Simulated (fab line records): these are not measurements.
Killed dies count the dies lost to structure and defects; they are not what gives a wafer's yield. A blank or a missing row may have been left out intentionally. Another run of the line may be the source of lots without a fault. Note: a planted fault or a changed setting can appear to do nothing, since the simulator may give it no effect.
A lot that was struck, set against a sound lot || flow nand-harc || 12 out of 1302 route steps
Sound: these wafers, L354.2, L354.5, L354.6. Struck: wafers L357.1, L357.2, L357.5. The cause is given at the end.
Per side, at each step with rows, come the tool, then ch with its chambers, and then its first start. Under that, the readings that differ: sound wafers || struck wafers || difference of the means || sigmas: that difference in standard deviations of wafers without a fault.
alike: readings whose means differ by less than 2 such deviations, and words and numbers that are the same on both sides. not compared: withheld readings, readings that some wafer has no value for, bounds like >300 that may hide the same value, and numbers for which the record gives no deviation and whose values overlap.
Wherever a step has rows on one side only, a row that says differs or no value, or a row with sigmas, the two part there. Non-overlapping numbers with no deviation appear without sigmas and do not part them. Lack of a reading on every wafer of one side parts them only where that side has two or more wafers.

NHARC_P_START_INSPECT_01:
  sound on defect-inspect-02 at day 2 06:02; struck on defect-inspect-01 at day 3 12:02
  alike: raw-defect-count
then, 9 steps without rows for these wafers: NHARC_P_ZERO_WELL_PRECLEAN_00 (cleans in SPM, time 600 s); NHARC_P_ZERO_WELL_SRD_01; NHARC_P_ZERO_WELL_PECVD_02 (deposits SiO2, target thk 10 nm); NHARC_P_ZERO_WELL_DEHYDRATE_03 (time 120 s); NHARC_P_ZERO_WELL_HMDS_04 (time 30 s); NHARC_P_ZERO_WELL_COAT_64 (time 65 s); NHARC_P_ZERO_WELL_COAT_05 (resist thk 600 nm); NHARC_P_ZERO_WELL_SOFTBAKE_06 (time 70 s); NHARC_P_ZERO_WELL_EBR_07.
NHARC_P_ZERO_WELL_EXPOSE_08: exposes mask P ZERO, target cd 500 nm.
  sound on krf-scanner-03 ch 0, day 2 06:58; struck on krf-scanner-04, day 3 13:05
  no value came back on the struck wafers for exposure-dose-mJ-cm2, focus-offset-nm (nm); on the sound wafers exposure-dose-mJ-cm2 reads 33.73 33.72 33.74
  alike: mask
then, 1 step without rows for these wafers: NHARC_P_ZERO_WELL_PEB_09 (peb time 80 s).

## WHERE THEY PART
Only at NHARC_P_ZERO_WELL_EXPOSE_08, as far as this record shows.

WHY: whatever the simulator had introduced
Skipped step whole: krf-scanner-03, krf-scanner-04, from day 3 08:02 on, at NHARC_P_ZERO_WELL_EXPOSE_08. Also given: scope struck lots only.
